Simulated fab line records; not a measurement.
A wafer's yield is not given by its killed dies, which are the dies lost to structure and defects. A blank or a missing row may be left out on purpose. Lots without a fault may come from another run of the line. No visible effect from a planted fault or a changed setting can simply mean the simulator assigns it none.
Matching of chambers || flow n5-finfet || cvd-co-01 running N5_BEOL_M1_PRE_CLEAN_60: 3 sister chambers
The step time 15 s. 6 wafers are shown with their chamber, then 11 later ones without.

## WAFERS PAIRED WITH THEIR CHAMBERS
{"wafer": "L081.1", "chamber": 1, "heater-power-w (W)": 60}
{"wafer": "L082.5", "chamber": 1, "heater-power-w (W)": 60}
{"wafer": "L089.3", "chamber": 2, "heater-power-w (W)": 56}
{"wafer": "L089.4", "chamber": 2, "heater-power-w (W)": 57}
{"wafer": "L089.5", "chamber": 0, "heater-power-w (W)": 136}
{"wafer": "L092.2", "chamber": 0, "heater-power-w (W)": 134}

## WAFERS MISSING THEIR CHAMBER
{"wafer": "L092.5", "heater-power-w (W)": 58}
{"wafer": "L092.6", "heater-power-w (W)": 134}
{"wafer": "L094.4", "heater-power-w (W)": 61}
{"wafer": "L094.5", "heater-power-w (W)": 138}
{"wafer": "L094.6", "heater-power-w (W)": 60}
{"wafer": "L095.2", "heater-power-w (W)": 60}
{"wafer": "L095.4", "heater-power-w (W)": 57}
{"wafer": "L095.5", "heater-power-w (W)": 135}
{"wafer": "L097.4", "heater-power-w (W)": 133}
{"wafer": "L097.5", "heater-power-w (W)": 61}
{"wafer": "L097.6", "heater-power-w (W)": 59}

## THE CHAMBER EACH PASSED THROUGH
{"wafer": "L092.5", "from the rows above": "can't be placed: 2 or 1", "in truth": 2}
{"wafer": "L092.6", "from the rows above": 0, "in truth": 0}
{"wafer": "L094.4", "from the rows above": 1, "in truth": 1}
{"wafer": "L094.5", "from the rows above": 0, "in truth": 0}
{"wafer": "L094.6", "from the rows above": 1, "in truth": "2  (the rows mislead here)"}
{"wafer": "L095.2", "from the rows above": 1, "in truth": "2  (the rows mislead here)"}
{"wafer": "L095.4", "from the rows above": 2, "in truth": 2}
{"wafer": "L095.5", "from the rows above": 0, "in truth": 0}
{"wafer": "L097.4", "from the rows above": 0, "in truth": 0}
{"wafer": "L097.5", "from the rows above": 1, "in truth": 1}
{"wafer": "L097.6", "from the rows above": "can't be placed: 1 or 2", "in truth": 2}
Correct placement for 7 of the 11. Can't be placed from these rows: 2 (the true chamber is among the candidates in 2). Number placed wrongly: 2.
How it was worked out, from the rows above alone: a wafer's distance from a chamber is the root of the sum, over the readings, of the square of ((its reading less the chamber's mean) divided by the reading's scatter). If the next closest chamber is less than 2 further off than the closest, the wafer can't be placed; otherwise it belongs to the closest. A chamber's mean is the mean of its shown wafers. How the scatter is found: for the shown wafers, subtract from each reading the mean of its chamber, square and add these, divide the total by (wafers less chambers), then take the root.
